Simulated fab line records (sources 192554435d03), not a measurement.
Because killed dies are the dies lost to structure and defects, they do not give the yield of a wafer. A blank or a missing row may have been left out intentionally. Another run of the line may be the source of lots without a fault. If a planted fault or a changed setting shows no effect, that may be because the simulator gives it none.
fab line records | flow n5Finfet
record lots=4 | wafers=12 | lastDay=17
route steps=1938 shown BEOL_M7@1320 BEOL_M8@1332
lots untouched by any fault: they come from a run of this same line in which no faults occurred
startH: hours from the record's first day to the start of the lot's first wafer shown | waitH: how many hours have passed since the lot's step before this one | " same as the row above | L1.1+2: one row covering several wafers at once | - either no value or no given start | * or withheld: withheld | < > ~ a bound
route shown NAME@n: NAME is a module with steps in the file, n the number in the route of the first one | usual: mean and standard deviation over wafers with no fault | same: alike in all rows | chamber/n: place in a boat | sites: each site's reading | _std_site: the standard deviation of these | _edge_site: inner sites' mean taken away from outer sites' mean | radiusMm: how far each site lies from the wafer's centre | mask NAME#n: copy n | behind: tool/chamber where the wafer was last shaped | hold: what put the lot on hold/how long, in hours/how the hold closed | device: names the non-switching transistor (n, p or np) | end of line: the same wafers' tests at the end of the route | for a step that has no rows: nothing shown but its recipe | killed: dies lost to structure and defects at the first sort, not the wafer's yield | map: the dies of a wafer, with x for killed, . for not killed, _ for no die there
set.NAME: the setting that was run; set.NAME@STEP: the one run at that earlier step | model.NAME: the simulator's own value behind a step, which no gauge read
lots seen at some steps along the route; tables by step, rows by wafer
services: when a tool's chamber went out of use (startH, in hours from the record's first day, below 0 if earlier), for how many hours, and the reason
## steps
# step N5_BEOL_M7_ALD_77
# recipe material=TaN | targetThkA=20 | tempC=275 | aldPrecursorFamily=PDMAT | aldCoReactant=NH3 | pressureTorr=3 | carrierFlowSccm=1500 | pulseTimeS=2 | purgeTimeS=3 | coReactantPurgeTimeS=2 | coReactantPulseTimeS=3 | aldCycles=40 | precursorVesselTempC=75 | precursorVesselPressureTorr=26.25 | precursorVesselCarrierSccm=1000
# step N5_BEOL_M7_SURFACE_TREAT_79
# recipe gas=Ar | timeS=* | ionEnergyEv=* | ionCurrentMaCm2=0.5 | pressureMtorr=* | arFlowSccm=30
# step N5_BEOL_M7_CVD_78
# recipe material=Co | targetThkA=20 | tempC=withheld | precursor=CCTBA/H2 | pressureTorr=30 | timeS=142.3
# step N5_BEOL_M7_SPUTTER_48
# recipe material=Cu | targetThkA=100 | tempC=-20 | biasV=60 | powerW=26000 | chamberPressurePa=0.13 | timeS=1.667
# step N5_BEOL_M7_ECD_50
# recipe material=Cu | targetThkA=3000
# step N5_BEOL_M7_ANNEAL_51
# recipe tempC=225 | timeS=90 | ambient=N2
# step N5_BEOL_M7_CMP_52
# recipe stopOn=SiCOH_lowk | tOverpolishS=6.9 | downForcePsi=1 | platenRpm=50 | clearingPlatenDownForcePsi=1.5 | clearingPlatenRpm=50 | postCmpClean=cuAlkaline | targetThkNm=80 | clearingPlatenPadVelocityMS=0.99484 | padVelocityMS=0.99484
# step N5_BEOL_M7_PRE_CLEAN_55
# recipe gas=NH3 | timeS=15 | tempC=withheld | rfPowerW=300
# step N5_BEOL_M7_DEP_56
# recipe material=SiCN | targetThkA=100 | tempC=withheld | precursor=3MS/NH3 | pressureTorr=3 | rfW=202 | timeS=17.5
# step N5_BEOL_M8_ILD_DEP_00
# recipe material=SiCOH_lowk | targetThkA=1797.5 | tempC=300 | precursor=DEMS/porogen | pressureTorr=5 | rfW=500 | timeS=33.4
# usual heaterPowerW=327/69 | showerheadPlenumPTorr=5.744/0.011 | throttleValvePct=13.5/0.58
lot.wafer | tool     | chamber | startH | waitH | heaterPowerW | showerheadPlenumPTorr | throttleValvePct | model.SiCOH_lowk_of_BEOL_M8_ILD_DEP_00.thkNm
L313.1    | pecvd-03 | 0       | 242.93 | 0.0   | 267          | 5.740                 | 12.8             | 175.8
L313.3    | "        | 2       | "      | "     | 439          | 5.756                 | 13.1             | 178
L313.4    | "        | 0       | "      | "     | 268          | 5.749                 | 13.1             | 179.8
L323.1    | pecvd-03 | 0       | 284.66 | 0.0   | 209          | 5.756                 | 13.0             | 178.6
L323.3    | "        | 2       | "      | "     | 447          | 5.760                 | 13.2             | 180.6
L323.6    | "        | 2       | "      | "     | 461          | 5.760                 | 13.0             | 210.8
L324.1    | pecvd-03 | 1       | 290.55 | 0.0   | 294          | 5.734                 | 14.2             | 185.6
L324.4    | "        | 2       | "      | "     | 408          | 5.751                 | 13.1             | 184.8
L324.6    | "        | 1       | "      | "     | 302          | 5.747                 | 14.4             | 215.6
L332.1    | pecvd-02 | 0       | 342.60 | 0.0   | 379          | 5.752                 | 13.8             | 181.2
L332.3    | "        | 1       | "      | "     | 373          | 5.749                 | 14.2             | 180
L332.6    | "        | 2       | "      | "     | 374          | 5.744                 | 12.9             | 183.2
# step N5_BEOL_M8_CURE_74
# recipe tempC=385 | timeS=240 | ambient=He/Ar | material=SiCOH_lowk
# step N5_BEOL_M8_THK_MEAS_01
# recipe reads=SiCOH_lowk_of_BEOL_M8_ILD_DEP_00
# usual M8_ILD_THK=155.3/2.2
lot.wafer | tool         | chamber | startH | waitH | M8_ILD_THK[nm]
L313.1    | filmMetro-01 | -       | 243.51 | 0.4   | 151.8
L313.3    | "            | -       | "      | "     | 153.6
L313.4    | "            | -       | "      | "     | 154.9
L323.1    | filmMetro-02 | -       | 285.55 | 0.4   | 153.9
L323.3    | "            | -       | "      | "     | 155.7
L323.6    | "            | -       | "      | "     | 182.2
L324.1    | filmMetro-01 | -       | 291.13 | 0.4   | 160.2
L324.4    | "            | -       | "      | "     | 159.4
L324.6    | "            | -       | "      | "     | 186.5
L332.1    | filmMetro-01 | -       | 343.18 | 0.4   | 156.4
L332.3    | "            | -       | "      | "     | 155.3
L332.6    | "            | -       | "      | "     | 158.1
# step N5_BEOL_M8_PECVD_70
# recipe material=SiO2 | targetThkA=200 | tempC=400 | precursor=TEOS/O2 | pressureTorr=5.5 | rfW=450 | teosFlowSccm=53.8 | gas=O2 | flowSccm=3000 | timeS=22.7
# step N5_BEOL_M8_HM_DEP_02
# recipe material=TiN | targetThkA=200 | tempC=25 | chamberPressurePa=0.49996
# step N5_BEOL_M8_COAT_59
# recipe resist=SOC | tempC=250 | timeS=60 | spinRpm=1500 | resistThkNm=100
# step N5_BEOL_M8_COAT_60
# recipe resist=SiARC | tempC=220 | timeS=60 | spinRpm=1500 | resistThkNm=35
# step N5_BEOL_M8_COAT_05
# recipe resist=CAR-ArF | spinRpm=1500 | resistThkNm=90
# step N5_BEOL_M8_EBR_07
# recipe solvent=PGMEA | ebrWidthMm=1.5
# step N5_BEOL_M8_SOFTBAKE_06
# recipe tempC=110 | timeS=60 | resist=CAR-ArF
# step N5_BEOL_M8_EXPOSE_08
# recipe maskId=M8 | na=1.35 | sourceShape=dipole | sigmaInner=0.817 | sigmaOuter=0.97 | polarization=te | doseMj=68.25
# step N5_BEOL_M8_PEB_09
# recipe pebTempC=withheld | pebTimeS=60 | resist=CAR-ArF
# step N5_BEOL_M8_DEVELOP_10
# recipe developTimeS=30 | developer=TMAH | resist=CAR-ArF | rinseLiquid=diw | dry=airSpin | devTempC=23
# step N5_BEOL_M8_DESCUM_16
# recipe chemistry=O2 | timeS=7.9 | sourcePowerW=50 | biasPowerW=20 | pressureMtorr=20 | rfFrequencyHz=2.712e+07 | tempC=40 | resist=CAR-ArF | o2FlowSccm=225
# step N5_BEOL_M8_ETCH_61
# recipe chemistry=CF4 | target=SiARC | targetDepthA=455 | maskMaterial=CAR-ArF | timeS=75.8 | ionEnergyEv=80 | pressureMtorr=40 | sourceW=545 | biasW=36 | Ar_flow_sccm=100 | cf4FlowSccm=100 | ends=cleared
# step N5_BEOL_M8_ETCH_62
# recipe chemistry=N2/H2 | target=SOC | targetDepthA=1100 | overetchA=220 | maskMaterial=SiARC | tempC=40 | timeS=165 | ionEnergyEv=200 | pressureMtorr=30 | sourceW=840 | biasW=150 | n2FlowSccm=200 | h2FlowSccm=200
# step N5_BEOL_M8_STRIP_68
# recipe chemistry=N2/H2 | tempC=40 | n2FlowSccm=200 | h2FlowSccm=200 | rfFrequencyHz=6e+07
# step N5_BEOL_M8_STRIP_67
# recipe chemistry=CF4 | resist=SiARC | powerW=300 | biasPowerW=75 | pressureMtorr=50 | cf4FlowSccm=150 | rfFrequencyHz=6e+07
# step N5_BEOL_M8_HM_OPEN_17
# recipe chemistry=Cl2/BCl3 | targetDepthA=200 | overetchA=60 | target=TiN | maskMaterial=SOC | ionEnergyEv=150 | pressureMtorr=10 | icpW=1000 | biasW=126 | Cl2_flow_sccm=53.25 | bcl3FlowSccm=21.75 | Ar_flow_sccm=25
# step N5_BEOL_M8_STRIP_19
# recipe chemistry=O2 | powerW=400 | tempC=40 | pressureMtorr=30 | rfFrequencyHz=6e+07 | biasPowerW=0 | overashFraction=0.2 | o2FlowSccm=225
# step N5_BEOL_M8_COAT_63
# recipe resist=SOC | tempC=250 | timeS=60 | spinRpm=1500 | resistThkNm=60
# step N5_BEOL_M8_COAT_64
# recipe resist=SiARC | tempC=220 | timeS=60 | spinRpm=1500 | resistThkNm=12
# step N5_BEOL_M8_COAT_71
# recipe resist=underlayer | tempC=205 | timeS=60 | spinRpm=1500 | resistThkNm=5
# step N5_BEOL_M8_COAT_22
# recipe resist=CAR-EUV | spinRpm=1500 | resistThkNm=30
# step N5_BEOL_M8_EBR_24
# recipe solvent=PGMEA | ebrWidthMm=1.5
# step N5_BEOL_M8_SOFTBAKE_23
# recipe tempC=110 | timeS=60 | resist=CAR-EUV
# step N5_BEOL_M8_CMP_52
# recipe stopOn=SiCOH_lowk | tOverpolishS=6.9 | downForcePsi=1 | platenRpm=50 | clearingPlatenDownForcePsi=1.5 | clearingPlatenRpm=50 | postCmpClean=cuAlkaline | targetThkNm=80 | clearingPlatenPadVelocityMS=0.99484 | padVelocityMS=0.99484
# usual edgeZonePressureFrac=0.999/0.0049 | motorCurrentA=6.0/0.93
lot.wafer | tool   | chamber | startH | waitH | edgeZonePressureFrac | motorCurrentA | model.SiCOH_lowk_of_BEOL_M8_ILD_DEP_00.thkNm
L313.3    | cmp-01 | 3       | 253.53 | 0.2   | 0.999                | 6.4           | 150.6
L313.1    | "      | 0       | "      | "     | 0.994                | 6.8           | 148.6
L313.4    | "      | 1       | "      | "     | 1.002                | 7.1           | 152
L323.1    | cmp-04 | 0       | 294.59 | 0.3   | 1.004                | 5.5           | 151
L323.3    | "      | 2       | "      | "     | 0.998                | 5.2           | 152.6
L323.6    | "      | 0       | "      | "     | 1.006                | 5.4           | 179.2
L324.4    | cmp-04 | 1       | 301.29 | 0.1   | 0.999                | 5.3           | 156.4
L324.1    | "      | 2       | "      | "     | 0.998                | 5.1           | 157.2
L324.6    | "      | 1       | "      | "     | 1.005                | 5.2           | 183.4
L332.3    | cmp-01 | 2       | 351.96 | 0.2   | 1.003                | 8.4           | 152.2
L332.1    | "      | 3       | "      | "     | 0.990                | 6.2           | 153.2
L332.6    | "      | 1       | "      | "     | 0.990                | 7.4           | 155
## services
tool     | chamber | startH | hours | kind
pecvd-03 | 2       | 248.24 | -     | calibration
pecvd-03 | 0       | 272.97 | 3.5   | repair
cmp-04   | -       | 289.99 | 2.2   | pm
cmp-04   | -       | 295.23 | 1.3   | repair
cmp-01   | -       | 302.21 | 1.4   | repair
pecvd-03 | 1       | 319.66 | 12.4  | repair
cmp-04   | -       | 332.19 | 4.0   | pm
cmp-04   | -       | 336.19 | -     | consumableReplace:conditioner
cmp-04   | -       | 336.19 | -     | consumableReplace:pad
pecvd-03 | 0       | 339.32 | 30.1  | repair
pecvd-02 | 1       | 340.19 | 2.1   | scheduledDown
pecvd-03 | 1       | 341.31 | 2.1   | scheduledDown
pecvd-02 | 2       | 350.54 | 5.5   | scheduledDown
cmp-04   | -       | 350.68 | 1.3   | repair
## key
firstSign step=N5_BEOL_M8_THK_MEAS_01 | reading=M8_ILD_THK | direction=up | sigmas=13 | usual=155.3 | struck=184.3
effect none on later readings
modelEffect step=N5_BEOL_M8_ILD_DEP_00 | value=SiCOH_lowk_of_BEOL_M8_ILD_DEP_00.thkNm | without=184.1 | struck=213.2
modelEffect step=N5_BEOL_M8_CMP_52 | value=SiCOH_lowk_of_BEOL_M8_ILD_DEP_00.thkNm | without=155.7 | struck=181.3
metAt N5_BEOL_M8_ILD_DEP_00
struckWafers L323.6,L324.6
onsetBetween 242.93 284.66
fault kind=processParameterDrift | tool=pecvd-03 | chamber=- | onsetH=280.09 | steps=N5_BEOL_M8_ILD_DEP_00 | channel=targetThkA | offset=* | shape=step | endH=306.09 | scope=struckWafersOnly | actsIn=* | stated=*
